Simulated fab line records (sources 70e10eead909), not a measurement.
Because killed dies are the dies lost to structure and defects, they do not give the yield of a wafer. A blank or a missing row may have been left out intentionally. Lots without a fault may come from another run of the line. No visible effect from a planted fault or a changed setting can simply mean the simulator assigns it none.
Chamber matching | flow nand-harc | pecvd-02 running NHARC_A_STAIRCASE_DEP_156: 3 sister chambers
The step deposits SiNx, target thk 50 nm. 3 wafers are shown with their chamber, then 9 later ones without.

## WAFERS, EACH WITH ITS CHAMBER
wafer  | chamber | heater-power-w (W)
L087.3 | 1       | 730
L087.4 | 2       | 710
L087.6 | 0       | 717

## WAFERS WITHOUT THEIR CHAMBER
wafer  | heater-power-w (W)
L089.1 | 724
L089.2 | 721
L089.6 | 721
L094.1 | 808
L094.2 | 758
L094.4 | 683
L095.2 | 729
L095.5 | 638
L095.6 | 801

## CHAMBER TAKEN BY EACH
wafer  | from the rows above          | in truth
L089.1 | can't be placed: 1 or 0 or 2 | 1
L089.2 | can't be placed: 0 or 1 or 2 | 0
L089.6 | can't be placed: 0 or 1 or 2 | 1
L094.1 | can't be placed: 1 or 0 or 2 | 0
L094.2 | can't be placed: 1 or 0 or 2 | 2
L094.4 | can't be placed: 2 or 0 or 1 | 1
L095.2 | can't be placed: 1 or 0 or 2 | 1
L095.5 | can't be placed: 2 or 0 or 1 | 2
L095.6 | can't be placed: 1 or 0 or 2 | 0
Correct placement for 0 of the 9. Unplaceable from these rows: 9, with the true chamber sitting among the candidates in 9. Wrongly placed: 0.
How it was worked out, from the rows above alone: a wafer's distance from a chamber is the root of the sum, over the readings, of the square of ((its reading less the chamber's mean) divided by the reading's scatter). The wafer belongs to the nearest chamber; if the next one is less than 2 further off, it can't be placed. For every chamber, the mean is computed from those of its wafers that are shown. The scatter (one wafer shown for each chamber): square how far every hidden wafer sits from the nearest shown wafer, average those squares and take the square root.
